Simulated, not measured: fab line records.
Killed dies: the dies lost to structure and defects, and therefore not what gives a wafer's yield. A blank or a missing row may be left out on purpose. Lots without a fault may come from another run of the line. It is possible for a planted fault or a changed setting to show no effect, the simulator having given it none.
Matching of chambers -- flow n5Finfet -- rieDiel-05 running N5_BEOL_M1_ETCHBACK_99: 4 sister chambers
The step etches SiO2 in CHF3, target depth 5 nm, time 10.4 s. 8 wafers are shown with their chamber, then 12 later ones without.

EACH WAFER AND ITS CHAMBER
wafer,chamber,showerheadPlenumPTorr (Torr),drypumpMotorCurrentA (A)
L086.2,2,2.27,6.1
L086.5,0,2.05,5.0
L086.6,1,2.23,5.6
L088.2,2,2.26,6.1
L088.6,0,2.04,5.0
L091.3,1,2.23,5.6
L091.4,3,2.05,5.7
L091.5,3,2.05,5.8

WAFERS WHOSE CHAMBER IS MISSING
wafer,showerheadPlenumPTorr (Torr),drypumpMotorCurrentA (A)
L093.2,2.04,5.0
L093.3,2.05,5.8
L093.6,2.04,5.0
L094.2,2.26,6.1
L094.3,2.04,5.0
L094.4,2.05,5.8
L095.1,2.05,5.7
L095.2,2.23,5.6
L095.6,2.04,5.0
L097.4,2.04,5.0
L097.5,2.04,5.0
L097.6,2.23,5.6

EACH ONE'S CHAMBER
wafer,from the rows above,in truth
L093.2,0,0
L093.3,3,3
L093.6,0,0
L094.2,2,2
L094.3,0,0
L094.4,3,3
L095.1,3,3
L095.2,1,1
L095.6,0,0
L097.4,0,0
L097.5,0,0
L097.6,1,1
12 of 12 placed correctly. Can't be placed from these rows: 0. Wrongly placed: 0.
How it was worked out, from the rows above alone: a wafer's distance from a chamber is the root of the sum, over the readings, of the square of ((its reading less the chamber's mean) divided by the reading's scatter). The wafer belongs to the nearest chamber; if the next one is less than 2 further off, it can't be placed. A chamber's mean is the mean of its shown wafers. The scatter: take each reading less its chamber's mean, square it, sum over the shown wafers, divide by the number of wafers less the number of chambers, and take the root.
